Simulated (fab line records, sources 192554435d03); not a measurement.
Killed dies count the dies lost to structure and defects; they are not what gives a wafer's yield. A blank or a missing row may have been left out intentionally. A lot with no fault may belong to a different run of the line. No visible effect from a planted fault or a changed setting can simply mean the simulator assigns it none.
Split-lot trial    flow n5-finfet    39 wafers read across 7 lots, on a route 1938 steps long

## THE SPLIT
At N5_BEOL_M14_ILD_DEP_00 (deposits SiO2 from TEOS/O2, target thk 1119.3 nm, time 237.4 s), the setting target-thk-a was moved away from the recipe's 11193 angstrom on 15 of the 39 wafers read, by -38.5% to +46.7%. This setting was run at the recipe's value on the other wafers.

The file shows no step between the split and the reading.

## THE READING
M14_ILD_THK (nm), taken at N5_BEOL_M14_THK_MEAS_01. On this fab line, fault-free wafers typically give 1119 nm with a standard deviation of 19 nm.

wafer   tool, chamber at the split  target-thk-a as run, angstrom  against the recipe  M14_ILD_THK, nm  against lot-mates on the recipe
L075.1  pecvd-03, 0                 8600                           -23.2%              845              -287
L075.2  pecvd-03, 1                 11193                          recipe              1112             -
L075.3  pecvd-03, 2                 8600                           -23.2%              858              -274
L075.4  pecvd-03, 1                 11193                          recipe              1138             -
L075.5  pecvd-03, 2                 11193                          recipe              1146             -
L075.6  pecvd-03, 0                 8600                           -23.2%              861              -271
L077.1  pecvd-01, 2                 11193                          recipe              1084             -
L077.2  pecvd-01, 0                 11193                          recipe              1128             -
L077.3  pecvd-01, 1                 6889                           -38.5%              688              -432
L077.4  pecvd-01, 1                 6889                           -38.5%              700              -420
L077.5  pecvd-01, 0                 11193                          recipe              1147             -
L077.6  pecvd-01, 2                 6889                           -38.5%              678              -442
L078.1  pecvd-03, 1                 16420                          +46.7%              1653             +513
L078.2  pecvd-03, 2                 11193                          recipe              1127             -
L078.3  pecvd-03, 0                 16420                          +46.7%              1643             +503
L078.4  pecvd-03, 2                 11193                          recipe              1151             -
L078.5  pecvd-03, 0                 11193                          recipe              1141             -
L078.6  pecvd-03, 1                 16420                          +46.7%              1671             +531
L086.1  pecvd-03, 1                 11193                          recipe              1115             -
L086.2  pecvd-03, 2                 13450                          +20.2%              1355             +220
L086.3  pecvd-03, 0                 13450                          +20.2%              1355             +220
L086.4  pecvd-03, 1                 11193                          recipe              1143             -
L086.5  pecvd-03, 0                 13450                          +20.2%              1376             +241
L086.6  pecvd-03, 2                 11193                          recipe              1147             -
L089.1  pecvd-01, 0                 11193                          recipe              1125             -
L089.2  pecvd-01, 2                 11193                          recipe              1101             -
L089.6  pecvd-01, 1                 11193                          recipe              1139             -
L090.1  pecvd-02, 0                 13750                          +22.8%              1369             +263
L090.2  pecvd-02, 2                 11193                          recipe              1082             -
L090.3  pecvd-02, 1                 13750                          +22.8%              1363             +257
L090.4  pecvd-02, 2                 11193                          recipe              1119             -
L090.5  pecvd-02, 1                 11193                          recipe              1118             -
L090.6  pecvd-02, 0                 13750                          +22.8%              1355             +249
L094.1  pecvd-02, 1                 11193                          recipe              1100             -
L094.2  pecvd-02, 0                 11193                          recipe              1082             -
L094.3  pecvd-02, 2                 11193                          recipe              1102             -
L094.4  pecvd-02, 2                 11193                          recipe              1117             -
L094.5  pecvd-02, 1                 11193                          recipe              1101             -
L094.6  pecvd-02, 0                 11193                          recipe              1105             -

FIT RESULTS
A straight line over all 39 wafers: M14_ILD_THK changes by +11.3 nm for each +1% of target-thk-a; r = +1.00; the points scatter about the line by 19 nm.
The same after taking each lot's own level away (the mean of its wafers on the recipe; 39 wafers): +11.2 nm for each +1%; r = +1.00; scatter 15 nm.
That fit puts the effect of the largest move of target-thk-a on the reading at 5.2e+02 nm.
From 1101.2 to 1139.7 nm: that is the span of the lots' own levels, equal to 2.0 times the standard deviation above.
Hence the lot-to-lot level has little effect on the slope; both slopes agree.
Check: with one of the wafers moved furthest among these (+46.7%) left out of the fit, the line predicts +524 nm for it against its lot-mates. It came out at +513 nm against them.

## THE WHOLE CHAIN: every reading that the file lists as answering this split, in the file's order
step                     what it does                                                    reading                                                                              change (the file's fit)               r (the file's)
N5_BEOL_M14_ILD_DEP_00   deposits SiO2 from TEOS/O2, target thk 1119.3 nm, time 237.4 s  SiO2_of_BEOL_M14_ILD_DEP_00.thk-nm (the simulator's own value, which no gauge read)  +11.2 nm for each +1% of the setting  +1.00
N5_BEOL_M14_THK_MEAS_01                                                                  M14_ILD_THK                                                                          +11.2 for each +1% of the setting     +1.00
N5_BEOL_M14_VIA_ETCH_16  etches SiO2 in C4F8/O2/Ar, target depth 1231.3 nm               etch.depth-nm (the simulator's own value, which no gauge read)                       +11.2 nm for each +1% of the setting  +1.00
N5_BEOL_M14_VIA_ETCH_16  etches SiO2 in C4F8/O2/Ar, target depth 1231.3 nm               coat_of_BEOL_M14_COAT_04.thk-nm (the simulator's own value, which no gauge read)     -2.67 nm for each +1% of the setting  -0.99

## FILE'S OWN FIT
M14_ILD_THK changes by +11.2 nm for each +1% of target-thk-a, r = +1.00.
